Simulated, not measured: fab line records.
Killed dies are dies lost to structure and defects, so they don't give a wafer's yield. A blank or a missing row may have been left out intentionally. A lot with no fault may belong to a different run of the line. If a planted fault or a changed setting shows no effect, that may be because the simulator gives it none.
fab line records	flow nand-harc
record lots=24	wafers=72	last-day=34
route steps=1302 shown A_STAIRCASE@670
lots untouched by any fault: they come from a run of this same line in which no faults occurred
start-h: start of the lot's first displayed wafer, in hours after the record's first day	wait-h: time in hours since the lot's previous step	" unchanged from the row above	L1.1+2: several wafers, shown together as one row	- no value, or no start was given	* or withheld: withheld	< > ~ a bound
route shown NAME@n: NAME is a module with steps in the file, n the number in the route of the first one	usual: mean/standard deviation taken from wafers without a fault	same: alike in all rows	chamber/n: place in a boat	sites: the reading at each site	_std_site: standard deviation across them	_edge_site: the outer-site mean with the inner-site mean subtracted	radius-mm: for every site, how far away it sits from the centre of the wafer	mask NAME#n: copy n	behind: the most recent tool/chamber to have shaped the wafer	hold: reason for holding the lot/hours on hold/outcome of the hold	device: whichever transistor did not switch (one of n, p or np)	end of line: tests of these same wafers at the route's end	a step with no rows: only its recipe	killed: count of dies lost to structure and defects at first sort (not the wafer's yield)	map: dies across one wafer; x = killed, . = not, _ = none there
set.NAME: the setting that was run; set.NAME@STEP: the one run at that earlier step	model.NAME: the simulator's own value behind a step, which no gauge read
the route's steps for a sample of lots (tables are steps, rows are wafers)
services: the hour from which a tool's chamber was out of use, counted from the record's first day as start-h (under 0 if before that day), plus the number of hours and why
## steps
# step NHARC_A_STAIRCASE_TRIM_14
# recipe time-s=211.2	o2-flow-sccm=500	ar-flow-sccm=0	bias-w=0	chemistry=O2
# usual drypump-motor-current-A=5.8/0.41	oes-product-au=0.998/0.0093	rf-vpp-V=57.7/0.98	showerhead-plenum-p-Torr=3.47/0.15	throttle-valve-pct=17.036/0.0089
lot.wafer	tool	chamber	start-h	wait-h	drypump-motor-current-A	oes-product-au	rf-hours-counter-h	rf-vpp-V	showerhead-plenum-p-Torr	throttle-valve-pct
L075.2	rie-diel-09	0	-	-	6.3	1.008	10	57.1	3.44	17.028
L075.5	"	2	"	"	6.0	1.014	-	57.7	3.52	17.030
L075.6	"	0	"	"	6.3	1.011	-	58.3	3.44	17.045
L074.3	rie-diel-09	2	-	-	6.0	1.007	7	59.2	3.52	17.038
L074.2	"	1	"	"	5.3	1.012	9	57.1	3.44	17.037
L074.6	"	2	"	"	6.0	1.003	-	57.4	3.52	17.058
L076.1	rie-diel-09	2	-	-	6.0	1.009	21	58.7	3.51	17.031
L076.3	"	1	"	"	5.3	0.991	23	57.0	3.44	17.029
L076.5	"	2	"	"	6.0	1.000	-	57.7	3.51	17.034
L077.2	rie-diel-05	0	-	-	5.9	0.993	43	58.1	3.33	17.045
L077.6	"	3	"	"	5.8	0.981	-	60.1	3.63	17.039
L077.5	"	0	"	"	5.9	0.981	-	56.9	3.33	17.037
L078.2	rie-diel-02	0	-	-	6.2	1.021	53	56.8	3.34	17.043
L078.6	"	0	"	"	6.2	1.013	-	56.8	3.34	17.041
L078.5	"	1	"	"	5.9	0.996	-	57.5	3.44	17.050
L080.2	rie-diel-05	1	-	-	6.1	0.988	47	57.1	3.35	17.027
L080.1	"	2	"	"	6.2	1.002	47	58.7	3.75	17.051
L080.6	"	0	"	"	5.8	0.995	-	56.6	3.33	17.029
L079.1	rie-diel-02	1	-	-	5.9	1.005	1	58.1	3.44	17.028
L079.5	"	1	"	"	5.9	0.991	-	57.2	3.44	17.045
L079.6	"	2	"	"	5.1	1.002	-	57.5	3.30	17.030
L082.4	rie-diel-02	3	-	-	6.0	0.996	7	58.4	3.77	17.042
L082.1	"	1	"	"	5.9	0.998	9	57.9	3.43	17.016
L082.5	"	3	"	"	6.0	1.014	-	59.0	3.77	17.039
L081.3	rie-diel-09	0	-	-	6.3	1.004	40	57.7	3.42	17.043
L081.2	"	3	"	"	5.0	0.987	39	59.1	3.63	17.037
L081.5	"	0	"	"	6.3	0.998	-	58.2	3.42	17.036
L083.1	rie-diel-02	1	-	-	6.0	0.992	11	58.4	3.43	17.040
L083.3	"	0	"	"	6.3	0.993	11	57.2	3.33	17.060
L083.6	"	2	"	"	5.1	1.011	-	58.1	3.30	17.039
L084.3	rie-diel-05	3	-	-	5.8	0.995	6	58.9	3.62	17.038
L084.6	"	1	"	"	6.0	0.988	-	57.5	3.35	17.028
L084.5	"	3	"	"	5.8	0.984	-	58.7	3.62	17.054
L085.1	rie-diel-05	3	-	-	5.9	0.995	15	57.7	3.62	17.029
L085.3	"	0	"	"	5.9	1.010	15	58.1	3.32	17.042
L085.2	"	1	"	"	6.1	1.003	15	57.7	3.34	17.021
L086.2	rie-diel-05	3	-	-	5.9	0.987	16	58.3	3.61	17.041
L086.1	"	0	"	"	5.8	0.999	17	58.5	3.32	17.023
L086.6	"	2	"	"	6.1	1.009	-	57.4	3.74	17.044
L088.2	rie-diel-05	2	-	-	6.1	1.001	10	57.9	3.74	17.035
L088.1	"	3	"	"	5.8	0.994	23	56.6	3.61	17.043
L088.3	"	0	"	"	5.9	0.997	24	56.2	3.32	17.031
L087.2	rie-diel-02	2	-	-	5.1	0.993	27	56.6	3.29	17.032
L087.6	"	0	"	"	6.2	0.982	-	56.1	3.32	17.036
L087.5	"	1	"	"	6.0	0.992	-	57.3	3.42	17.032
L089.3	rie-diel-02	1	-	-	5.9	0.992	35	58.7	3.42	17.041
L089.1	"	0	"	"	6.2	0.985	33	57.6	3.32	17.033
L089.5	"	1	"	"	6.0	0.997	-	58.1	3.42	17.015
L090.4	rie-diel-09	1	-	-	5.2	1.009	7	55.6	3.41	17.019
L090.3	"	2	"	"	6.0	1.008	6	58.0	3.48	17.043
L090.6	"	0	"	"	6.3	0.992	-	57.9	3.41	17.047
L091.2	rie-diel-05	1	-	-	6.1	0.982	36	56.7	3.33	17.037
L091.5	"	2	"	"	6.1	0.995	-	58.1	3.73	17.031
L091.6	"	3	"	"	5.9	0.994	-	57.1	3.61	17.022
L092.1	rie-diel-05	2	-	-	6.1	1.002	21	58.0	3.73	17.038
L092.6	"	0	"	"	5.9	1.019	-	57.1	3.31	17.035
L092.5	"	1	"	"	6.0	0.996	-	57.1	3.33	17.036
L093.1	rie-diel-09	0	-	-	6.3	0.997	16	57.0	3.40	17.050
L093.3	"	2	"	"	6.0	0.994	14	58.4	3.48	17.029
L093.6	"	1	"	"	5.2	0.991	-	58.0	3.41	17.035
L094.3	rie-diel-02	2	-	-	5.1	0.994	56	56.7	3.27	17.019
L094.1	"	3	"	"	5.9	0.991	52	58.0	3.75	17.032
L094.4	"	1	"	"	5.9	0.998	58	57.5	3.41	17.024
L096.4	rie-diel-09	2	-	-	6.0	0.986	21	57.1	3.48	17.026
L096.3	"	0	"	"	6.3	1.015	21	57.2	3.40	17.023
L096.5	"	1	"	"	5.3	1.011	-	58.0	3.40	17.036
L095.2	rie-diel-02	0	-	-	6.3	0.979	56	57.5	3.31	17.057
L095.3	"	1	"	"	5.9	0.993	60	58.9	3.41	17.044
L095.1	"	2	"	"	5.1	0.995	58	56.8	3.27	17.018
L097.1	rie-diel-09	1	-	-	5.3	0.996	32	56.9	3.40	17.043
L097.5	"	2	"	"	6.0	0.995	-	59.1	3.47	17.038
L097.6	"	3	"	"	5.0	0.996	-	58.5	3.60	17.046
# step NHARC_A_STAIRCASE_ETCH_19
# recipe target-depth-a=1000	time-s=40.5	ion-energy-ev=400	c4f8-flow-sccm=20	o2-flow-sccm=10	ar-flow-sccm=withheld	rf-w=600	bias-w=1000	chemistry=C4F8/O2
# usual oes-product-au=0.943/0.015	rf-vpp-V=894/5.6
lot.wafer	tool	chamber	start-h	wait-h	oes-product-au	rf-hours-counter-h	rf-vpp-V
L075.2	rie-diel-09	0	-	-	0.944	11	893
L075.5	"	0	"	"	0.949	-	893
L075.6	"	2	"	"	0.946	-	895
L074.2	rie-diel-09	1	-	-	0.951	9	893
L074.3	"	0	"	"	0.938	11	893
L074.6	"	2	"	"	0.945	-	896
L076.1	rie-diel-09	1	-	-	0.935	23	892
L076.3	"	2	"	"	0.944	21	894
L076.5	"	2	"	"	0.953	-	894
L077.2	rie-diel-05	0	-	-	0.933	43	889
L077.5	"	2	"	"	0.936	-	904
L077.6	"	3	"	"	0.932	-	900
L078.2	rie-diel-02	0	-	-	0.947	53	889
L078.5	"	1	"	"	0.935	-	894
L078.6	"	2	"	"	0.938	-	887
L080.1	rie-diel-05	0	-	-	0.944	47	889
L080.2	"	3	"	"	0.935	49	898
L080.6	"	1	"	"	0.948	-	890
L079.1	rie-diel-02	1	-	-	0.937	1	893
L079.6	"	2	"	"	0.937	-	888
L079.5	"	3	"	"	0.943	-	904
L082.4	rie-diel-02	2	-	-	0.938	8	887
L082.1	"	3	"	"	0.939	8	904
L082.5	"	0	"	"	0.933	-	889
L081.2	rie-diel-09	2	-	-	0.940	37	894
L081.3	"	3	"	"	0.943	39	899
L081.5	"	1	"	"	0.946	-	893
L083.3	rie-diel-02	3	-	-	0.938	10	904
L083.1	"	2	"	"	0.934	10	887
L083.6	"	0	"	"	0.929	-	889
L084.3	rie-diel-05	3	-	-	0.932	6	901
L084.6	"	1	"	"	0.941	-	890
L084.5	"	3	"	"	0.931	-	901
L085.1	rie-diel-05	1	-	-	0.937	15	889
L085.3	"	2	"	"	0.942	2	905
L085.2	"	3	"	"	0.927	15	899
L086.2	rie-diel-05	2	-	-	0.950	4	903
L086.1	"	0	"	"	0.933	17	888
L086.6	"	3	"	"	0.923	-	898
L088.3	rie-diel-05	3	-	-	0.959	24	898
L088.1	"	0	"	"	0.959	24	888
L088.2	"	1	"	"	0.948	23	887
L087.2	rie-diel-02	1	-	-	0.953	30	892
L087.5	"	0	"	"	0.919	-	887
L087.6	"	1	"	"	0.943	-	890
L089.3	rie-diel-02	0	-	-	0.941	33	889
L089.1	"	1	"	"	0.944	36	891
L089.5	"	0	"	"	0.944	-	889
L090.3	rie-diel-09	2	-	-	0.943	6	894
L090.4	"	1	"	"	0.946	7	893
L090.6	"	3	"	"	0.954	-	899
L091.2	rie-diel-05	2	-	-	0.935	21	903
L091.6	"	2	"	"	0.949	-	904
L091.5	"	3	"	"	0.934	-	899
L092.1	rie-diel-05	2	-	-	0.937	21	902
L092.5	"	0	"	"	0.961	-	886
L092.6	"	1	"	"	0.930	-	889
L093.3	rie-diel-09	0	-	-	0.933	16	891
L093.1	"	1	"	"	0.929	16	892
L093.6	"	1	"	"	0.943	-	891
L094.3	rie-diel-02	2	-	-	0.948	56	885
L094.1	"	3	"	"	0.940	52	903
L094.4	"	1	"	"	0.948	58	892
L096.3	rie-diel-09	0	-	-	0.943	21	890
L096.4	"	2	"	"	0.935	21	894
L096.5	"	3	"	"	0.935	-	898
L095.3	rie-diel-09	0	577.40	-	0.991	23	892
L095.1	"	1	"	"	1.009	24	891
L095.2	"	3	"	"	0.995	21	899
L097.1	rie-diel-09	3	-	-	0.929	28	900
L097.6	"	3	"	"	0.930	-	899
L097.5	"	0	"	"	0.924	-	891
# step NHARC_A_STAIRCASE_ETCH_25
# recipe target-depth-a=1000	time-s=40.5	ion-energy-ev=400	c4f8-flow-sccm=20	o2-flow-sccm=10	ar-flow-sccm=withheld	rf-w=600	bias-w=1000	chemistry=C4F8/O2
# usual oes-product-au=0.941/0.012	rf-vpp-V=894/6
lot.wafer	tool	chamber	start-h	wait-h	oes-product-au	rf-hours-counter-h	rf-vpp-V
L075.2	rie-diel-05	0	-	-	0.947	31	889
L075.5	"	1	"	"	0.947	-	890
L075.6	"	2	"	"	0.944	-	905
L074.2	rie-diel-05	1	-	-	0.924	31	889
L074.3	"	3	"	"	0.935	36	900
L074.6	"	2	"	"	0.932	-	905
L076.3	rie-diel-09	3	-	-	0.949	24	900
L076.1	"	1	"	"	0.941	24	893
L076.5	"	2	"	"	0.952	-	896
L077.2	rie-diel-05	3	-	-	0.929	46	899
L077.5	"	1	"	"	0.933	-	890
L077.6	"	2	"	"	0.936	-	904
L078.2	rie-diel-05	2	-	-	0.945	45	903
L078.6	"	0	"	"	0.932	-	889
L078.5	"	1	"	"	0.940	-	889
L080.2	rie-diel-09	2	-	-	0.936	24	895
L080.1	"	0	"	"	0.960	31	893
L080.6	"	1	"	"	0.948	-	893
L079.1	rie-diel-02	0	-	-	0.941	2	888
L079.5	"	0	"	"	0.932	-	889
L079.6	"	1	"	"	0.936	-	893
L082.1	rie-diel-09	0	-	-	0.928	41	893
L082.4	"	2	"	"	0.934	38	895
L082.5	"	3	"	"	0.921	-	900
L081.3	rie-diel-05	1	-	-	0.944	3	889
L081.2	"	0	"	"	0.940	3	889
L081.5	"	1	"	"	0.939	-	891
L083.1	rie-diel-02	2	-	-	0.920	11	887
L083.3	"	3	"	"	0.921	10	904
L083.6	"	2	"	"	0.919	-	888
L084.3	rie-diel-05	1	-	-	0.925	6	889
L084.5	"	3	"	"	0.918	-	900
L084.6	"	0	"	"	0.940	-	889
L085.2	rie-diel-05	2	-	-	0.932	3	904
L085.1	"	3	"	"	0.939	16	899
L085.3	"	1	"	"	0.935	16	888
L086.1	rie-diel-02	2	-	-	0.941	24	888
L086.2	"	0	"	"	0.956	25	890
L086.6	"	3	"	"	0.953	-	904
L088.2	rie-diel-05	1	-	-	0.927	23	887
L088.3	"	2	"	"	0.949	10	903
L088.1	"	3	"	"	0.943	24	898
L087.2	rie-diel-09	0	-	-	0.954	65	893
L087.6	"	0	"	"	0.952	-	892
L087.5	"	1	"	"	0.946	-	892
L089.3	rie-diel-09	1	-	-	0.953	0	892
L089.1	"	3	"	"	0.932	0	899
L089.5	"	0	"	"	0.957	-	892
L090.4	rie-diel-09	2	-	-	0.924	7	894
L090.3	"	0	"	"	0.926	8	890
L090.6	"	2	"	"	0.924	-	893
L091.2	rie-diel-02	1	-	-	0.949	45	893
L091.5	"	0	"	"	0.952	-	889
L091.6	"	1	"	"	0.951	-	892
L092.1	rie-diel-05	0	-	-	0.952	38	889
L092.5	"	1	"	"	0.939	-	889
L092.6	"	2	"	"	0.957	-	903
L093.1	rie-diel-05	3	-	-	0.947	39	899
L093.3	"	0	"	"	0.970	45	889
L093.6	"	1	"	"	0.939	-	887
L094.3	rie-diel-02	3	-	-	0.954	52	904
L094.1	"	0	"	"	0.946	54	888
L094.4	"	2	"	"	0.949	56	888
L096.3	rie-diel-05	1	-	-	0.949	47	887
L096.4	"	3	"	"	0.949	43	899
L096.5	"	2	"	"	0.985	-	903
L095.2	rie-diel-09	1	-	-	0.944	25	890
L095.1	"	3	"	"	0.936	22	900
L095.3	"	0	"	"	0.942	24	893
L097.1	rie-diel-05	3	-	-	0.955	0	898
L097.5	"	0	"	"	0.937	-	888
L097.6	"	1	"	"	0.944	-	890
# step NHARC_A_STAIRCASE_STRIP_175
# recipe power-w=1500	temp-c=250	chemistry=O2
# usual drypump-motor-current-A=5.5/0.58	heater-power-w=346/44	rf-refl-power-W=22/3.9
lot.wafer	tool	chamber	start-h	wait-h	drypump-motor-current-A	heater-power-w	rf-hours-counter-h	rf-refl-power-W
L075.2	plasma-asher-01	1	359.16	0.1	5.1	391	3	-
L075.5	"	1	"	"	5.1	386	-	-
L075.6	"	0	"	"	5.0	281	-	-
L074.2	plasma-asher-01	1	366.88	0.1	5.1	377	4	23
L074.3	"	0	"	"	5.0	281	-	23
L074.6	"	1	"	"	5.0	389	-	23
L076.1	plasma-asher-01	0	395.81	0.1	5.1	280	9	-
L076.3	"	1	"	"	5.1	385	-	-
L076.5	"	1	"	"	5.1	386	-	-
L077.2	plasma-asher-02	1	395.97	0.1	6.6	349	31	-
L077.6	"	0	"	"	5.6	334	-	-
L077.5	"	1	"	"	6.6	352	-	-
L078.2	plasma-asher-02	0	400.85	0.1	5.6	324	32	15
L078.6	"	0	"	"	5.6	331	-	16
L078.5	"	1	"	"	6.6	357	-	27
L080.2	plasma-asher-02	0	406.09	0.1	5.6	322	33	15
L080.1	"	1	"	"	6.5	350	33	27
L080.6	"	0	"	"	5.6	327	-	15
L079.1	plasma-asher-02	1	413.21	0.1	6.6	360	35	26
L079.6	"	1	"	"	6.6	354	-	26
L079.5	"	0	"	"	5.6	328	-	15
L081.2	plasma-asher-01	0	429.36	0.1	5.0	285	17	22
L081.3	"	0	"	"	5.0	289	-	24
L081.5	"	0	"	"	5.0	278	-	23
L082.1	plasma-asher-01	0	429.64	0.3	5.0	281	18	22
L082.4	"	1	"	"	5.1	390	-	22
L082.5	"	0	"	"	5.0	282	-	24
L083.1	plasma-asher-01	0	434.25	0.1	5.0	283	19	23
L083.3	"	1	"	"	5.1	372	-	23
L083.6	"	0	"	"	5.0	282	-	22
L084.3	plasma-asher-02	1	441.13	0.2	6.5	379	-	27
L084.6	"	0	"	"	5.7	335	-	15
L084.5	"	1	"	"	6.6	371	-	26
L085.2	plasma-asher-02	1	469.71	0.1	6.5	378	6	26
L085.1	"	0	"	"	5.6	345	6	16
L085.3	"	1	"	"	6.6	373	-	25
L086.1	plasma-asher-01	0	472.12	0.1	5.1	282	27	-
L086.2	"	1	"	"	5.1	379	27	-
L086.6	"	1	"	"	5.1	385	-	-
L088.2	plasma-asher-01	1	497.55	0.5	5.1	390	32	23
L088.1	"	0	"	"	5.0	285	32	23
L088.3	"	0	"	"	5.0	279	-	22
L087.2	plasma-asher-01	1	497.83	0.4	5.1	396	32	23
L087.6	"	1	"	"	5.1	385	-	23
L087.5	"	0	"	"	5.0	283	-	23
L089.1	plasma-asher-01	1	510.12	0.1	5.1	385	35	-
L089.3	"	0	"	"	5.0	283	-	-
L089.5	"	1	"	"	5.1	388	-	-
L090.4	plasma-asher-02	0	525.10	0.2	5.6	347	-	15
L090.3	"	1	"	"	6.6	377	-	27
L090.6	"	1	"	"	6.6	371	-	26
L091.2	plasma-asher-02	1	528.12	0.1	6.6	375	19	26
L091.6	"	0	"	"	5.6	338	-	17
L091.5	"	1	"	"	6.6	379	-	26
L092.1	plasma-asher-01	0	528.45	0.1	5.0	307	0	23
L092.5	"	0	"	"	5.0	309	-	23
L092.6	"	1	"	"	5.1	406	-	23
L093.1	plasma-asher-01	1	549.92	0.1	5.1	422	3	22
L093.3	"	1	"	"	5.1	412	-	22
L093.6	"	0	"	"	5.0	314	-	22
L094.1	plasma-asher-01	0	570.05	0.1	5.0	303	5	-
L094.4	"	1	"	"	5.1	412	-	-
L094.3	"	0	"	"	5.0	303	-	-
L096.4	plasma-asher-01	0	570.39	0.2	5.0	309	-	23
L096.3	"	1	"	"	5.1	404	-	23
L096.5	"	0	"	"	5.0	300	-	24
L095.1	plasma-asher-01	1	579.62	0.1	5.1	412	8	23
L095.2	"	0	"	"	5.0	310	8	24
L095.3	"	0	"	"	5.0	309	-	21
L097.1	plasma-asher-02	1	593.92	0.1	6.5	379	33	27
L097.5	"	0	"	"	5.7	341	-	15
L097.6	"	1	"	"	6.6	370	-	28
# step NHARC_A_STAIRCASE_TRIM_198
# recipe time-s=211.2	o2-flow-sccm=500	ar-flow-sccm=0	bias-w=0	chemistry=O2
# usual drypump-motor-current-A=5.8/0.44	oes-product-au=0.999/0.0096	rf-vpp-V=57.8/0.94	showerhead-plenum-p-Torr=3.48/0.15	throttle-valve-pct=17.037/0.0095
lot.wafer	tool	chamber	start-h	wait-h	drypump-motor-current-A	oes-product-au	rf-hours-counter-h	rf-vpp-V	showerhead-plenum-p-Torr	throttle-valve-pct
L075.2	rie-diel-02	0	-	-	6.3	1.006	45	58.0	3.34	17.027
L075.6	"	0	"	"	6.3	1.005	-	58.3	3.34	17.039
L075.5	"	1	"	"	5.9	0.993	-	58.0	3.44	17.043
L074.3	rie-diel-05	1	-	-	6.0	0.992	36	57.9	3.36	17.032
L074.2	"	2	"	"	6.1	1.016	37	58.6	3.75	17.059
L074.6	"	2	"	"	6.1	1.003	-	60.0	3.75	17.041
L076.3	rie-diel-09	0	-	-	6.3	1.018	28	57.9	3.43	17.040
L076.1	"	1	"	"	5.3	1.002	24	56.2	3.44	17.040
L076.5	"	0	"	"	6.3	1.015	-	56.5	3.43	17.030
L077.2	rie-diel-05	2	-	-	6.1	0.998	44	59.9	3.75	17.054
L077.5	"	0	"	"	5.8	0.991	-	57.6	3.33	17.026
L077.6	"	1	"	"	6.1	0.991	-	56.8	3.35	17.042
L078.2	rie-diel-05	1	-	-	6.1	0.993	46	57.2	3.35	17.049
L078.5	"	2	"	"	6.1	0.993	-	58.5	3.75	17.034
L078.6	"	3	"	"	5.9	0.968	-	58.9	3.62	17.043
L080.1	rie-diel-09	3	-	-	5.0	1.000	29	58.8	3.63	17.031
L080.2	"	1	"	"	5.3	1.001	30	59.5	3.43	17.035
L080.6	"	3	"	"	5.0	1.011	-	58.4	3.63	17.057
L079.1	rie-diel-02	0	-	-	6.3	1.015	3	57.3	3.34	17.051
L079.5	"	0	"	"	6.2	1.000	-	56.6	3.34	17.033
L079.6	"	1	"	"	5.9	1.013	-	57.5	3.44	17.042
L081.3	rie-diel-09	0	-	-	6.3	1.003	42	58.0	3.42	17.033
L081.2	"	1	"	"	5.3	0.985	39	57.3	3.43	17.048
L081.5	"	2	"	"	6.0	0.989	-	57.5	3.50	17.030
L082.4	rie-diel-09	2	-	-	6.0	1.000	39	59.3	3.50	17.044
L082.1	"	0	"	"	6.3	1.011	43	58.4	3.42	17.034
L082.5	"	3	"	"	5.0	0.993	-	58.0	3.63	17.026
L083.1	rie-diel-09	3	-	-	5.0	0.997	43	59.1	3.62	17.050
L083.3	"	2	"	"	6.0	0.996	41	57.4	3.50	17.048
L083.6	"	0	"	"	6.3	1.005	-	57.8	3.42	17.032
L084.3	rie-diel-05	3	-	-	5.8	0.973	9	58.2	3.62	17.030
L084.6	"	3	"	"	5.8	0.994	-	57.5	3.62	17.035
L084.5	"	0	"	"	5.8	0.999	-	57.2	3.32	17.054
L085.3	rie-diel-02	0	-	-	6.3	0.996	25	55.5	3.33	17.049
L085.2	"	1	"	"	6.0	0.993	26	56.7	3.42	17.034
L085.1	"	2	"	"	5.1	0.991	24	56.4	3.29	17.014
L086.2	rie-diel-05	3	-	-	5.8	0.996	18	57.1	3.61	17.043
L086.1	"	1	"	"	6.1	0.993	18	58.1	3.34	17.030
L086.6	"	3	"	"	5.9	0.987	-	56.6	3.61	17.026
L088.1	rie-diel-02	1	-	-	5.9	0.986	31	55.6	3.42	17.040
L088.3	"	2	"	"	5.1	1.001	28	58.7	3.29	17.055
L088.2	"	3	"	"	5.9	1.001	28	57.2	3.76	17.040
L087.2	rie-diel-05	2	-	-	6.1	1.010	11	57.7	3.74	17.053
L087.5	"	1	"	"	6.0	1.003	-	56.8	3.34	17.037
L087.6	"	2	"	"	6.2	1.007	-	59.1	3.74	17.047
L089.3	rie-diel-02	1	-	-	6.0	1.000	36	58.0	3.42	17.023
L089.1	"	2	"	"	5.1	1.008	34	58.1	3.28	17.049
L089.5	"	0	"	"	6.2	0.984	-	56.7	3.32	17.051
L090.4	rie-diel-09	1	-	-	5.3	1.007	9	57.4	3.41	17.037
L090.3	"	2	"	"	6.0	0.989	9	56.4	3.48	17.034
L090.6	"	1	"	"	5.3	1.006	-	57.0	3.41	17.040
L091.2	rie-diel-09	2	-	-	6.0	1.002	10	58.1	3.48	17.033
L091.5	"	2	"	"	6.0	0.996	-	56.6	3.48	17.028
L091.6	"	3	"	"	4.9	0.999	-	59.0	3.61	17.033
L092.1	rie-diel-05	3	-	-	5.9	0.996	34	59.3	3.60	17.051
L092.6	"	0	"	"	5.9	1.013	-	57.3	3.31	17.048
L092.5	"	1	"	"	6.1	1.000	-	59.2	3.33	17.052
L093.3	rie-diel-09	2	-	-	6.0	1.006	16	57.7	3.48	17.042
L093.1	"	0	"	"	6.3	1.004	18	58.8	3.40	17.035
L093.6	"	1	"	"	5.2	0.997	-	56.9	3.41	17.043
L094.1	rie-diel-09	0	-	-	6.3	0.995	22	57.8	3.40	17.032
L094.4	"	1	"	"	5.2	1.007	23	57.9	3.40	17.035
L094.3	"	2	"	"	6.0	0.991	22	57.8	3.48	17.051
L096.3	rie-diel-02	1	-	-	5.9	0.994	60	57.5	3.41	17.040
L096.4	"	2	"	"	5.1	1.003	57	58.3	3.27	17.024
L096.5	"	2	"	"	5.1	1.004	-	57.7	3.27	17.013
L095.3	rie-diel-09	1	-	-	5.3	1.002	26	58.5	3.40	17.053
L095.2	"	3	"	"	5.0	1.002	23	57.5	3.60	17.044
L095.1	"	0	"	"	6.3	1.006	25	56.0	3.40	17.049
L097.1	rie-diel-05	0	-	-	5.8	1.001	6	57.2	3.30	17.025
L097.6	"	1	"	"	6.1	1.004	-	56.7	3.32	17.038
L097.5	"	2	"	"	6.1	1.009	-	59.5	3.72	17.041
# step NHARC_A_STAIRCASE_STRIP_205
# recipe power-w=1500	temp-c=250	chemistry=O2
# usual drypump-motor-current-A=5.6/0.62	heater-power-w=348/39	rf-refl-power-W=22/3.8
lot.wafer	tool	chamber	start-h	wait-h	drypump-motor-current-A	heater-power-w	rf-hours-counter-h	rf-refl-power-W
L075.2	plasma-asher-02	0	363.90	0.1	5.6	324	24	16
L075.6	"	1	"	"	6.5	357	-	26
L075.5	"	0	"	"	5.6	321	-	15
L074.2	plasma-asher-01	1	370.64	0.1	5.1	392	5	23
L074.3	"	0	"	"	5.0	285	-	23
L074.6	"	1	"	"	5.1	391	-	23
L076.1	plasma-asher-01	1	399.32	0.1	5.1	388	10	23
L076.3	"	0	"	"	5.1	288	-	22
L076.5	"	1	"	"	5.1	388	-	23
L077.2	plasma-asher-02	0	399.64	0.1	5.7	325	32	15
L077.6	"	0	"	"	5.6	328	-	15
L077.5	"	1	"	"	6.5	355	-	26
L078.2	plasma-asher-01	0	404.72	0.1	5.0	285	11	22
L078.5	"	0	"	"	5.0	288	-	23
L078.6	"	1	"	"	5.1	388	-	24
L080.1	plasma-asher-01	0	411.38	0.1	5.0	276	14	21
L080.2	"	1	"	"	5.1	381	14	23
L080.6	"	1	"	"	5.1	391	-	24
L079.1	plasma-asher-02	0	417.98	0.1	5.6	334	36	-
L079.5	"	1	"	"	6.5	358	-	-
L079.6	"	0	"	"	5.6	324	-	-
L081.2	plasma-asher-01	1	433.12	0.1	5.1	383	18	24
L081.3	"	1	"	"	5.1	393	-	22
L081.5	"	0	"	"	5.0	283	-	21
L082.1	plasma-asher-01	1	433.77	0.2	5.1	388	19	23
L082.4	"	0	"	"	5.0	285	-	22
L082.5	"	0	"	"	5.0	279	-	23
L083.1	plasma-asher-02	0	438.17	0.1	5.6	343	1	16
L083.3	"	1	"	"	6.6	374	-	26
L083.6	"	1	"	"	6.6	372	-	26
L084.3	plasma-asher-02	1	445.93	0.2	6.6	373	-	26
L084.5	"	0	"	"	5.6	347	-	15
L084.6	"	1	"	"	6.6	380	-	26
L085.2	plasma-asher-02	0	473.50	0.1	5.6	332	7	15
L085.1	"	1	"	"	6.5	371	7	25
L085.3	"	1	"	"	6.5	370	-	26
L086.1	plasma-asher-01	1	475.83	0.1	5.1	390	27	23
L086.2	"	0	"	"	5.0	282	27	21
L086.6	"	1	"	"	5.1	390	-	23
L088.2	plasma-asher-01	1	501.26	0.1	5.1	397	33	23
L088.1	"	0	"	"	5.0	284	33	22
L088.3	"	0	"	"	5.0	273	-	23
L087.2	plasma-asher-01	0	501.99	0.1	5.0	283	34	23
L087.5	"	0	"	"	5.1	282	-	21
L087.6	"	1	"	"	5.1	381	-	22
L089.1	plasma-asher-02	0	513.68	0.1	5.7	335	12	15
L089.3	"	1	"	"	6.6	384	-	26
L089.5	"	0	"	"	5.6	344	-	16
L090.3	plasma-asher-02	1	528.83	0.2	6.6	378	-	25
L090.4	"	0	"	"	5.6	342	-	16
L090.6	"	0	"	"	5.7	348	-	17
L091.2	plasma-asher-01	0	532.28	0.1	5.0	313	0	23
L091.6	"	1	"	"	5.1	408	-	23
L091.5	"	0	"	"	5.0	309	-	22
L092.1	plasma-asher-02	0	532.29	0.1	5.7	345	19	16
L092.5	"	1	"	"	6.6	367	-	26
L092.6	"	0	"	"	5.6	343	-	16
L093.1	plasma-asher-01	1	553.71	0.1	5.1	422	3	23
L093.3	"	1	"	"	5.1	414	-	22
L093.6	"	0	"	"	5.0	304	-	23
L094.1	plasma-asher-02	0	573.72	0.1	5.6	344	24	-
L094.3	"	1	"	"	6.6	368	-	-
L094.4	"	0	"	"	5.6	348	-	-
L096.4	plasma-asher-02	0	574.56	0.2	5.7	343	-	16
L096.3	"	1	"	"	6.6	371	-	27
L096.5	"	1	"	"	6.6	365	-	27
L095.1	plasma-asher-02	1	583.89	0.1	6.6	363	28	26
L095.2	"	0	"	"	5.6	341	28	14
L095.3	"	0	"	"	5.6	341	-	16
L097.1	plasma-asher-02	0	600.84	0.1	5.6	348	35	-
L097.5	"	0	"	"	5.7	337	-	-
L097.6	"	1	"	"	6.6	373	-	-
## services
tool	chamber	start-h	hours	kind
rie-diel-05	0	339.34	-	clean
rie-diel-05	1	339.34	-	clean
rie-diel-05	2	339.34	-	clean
rie-diel-05	3	339.34	-	clean
plasma-asher-01	-	342.21	9.0	pm
rie-diel-09	1	343.38	2.4	repair
rie-diel-09	3	352.38	8.4	repair
rie-diel-05	0	366.55	-	clean
rie-diel-05	1	366.55	-	clean
rie-diel-05	2	366.55	-	clean
rie-diel-05	3	366.55	-	clean
rie-diel-02	3	388.56	5.6	repair
rie-diel-05	0	391.23	-	clean
rie-diel-05	1	391.23	-	clean
rie-diel-02	-	400.29	9.0	pm
rie-diel-05	-	406.76	9.0	pm
plasma-asher-02	-	426.00	9.0	pm
plasma-asher-02	-	453.44	2.8	repair
plasma-asher-02	-	496.56	2.2	repair
rie-diel-09	-	497.82	9.0	pm
plasma-asher-01	-	519.21	9.0	pm
rie-diel-09	2	574.03	11.1	repair
rie-diel-02	-	577.30	9.0	pm
rie-diel-05	-	583.76	9.0	pm
## key
fault none
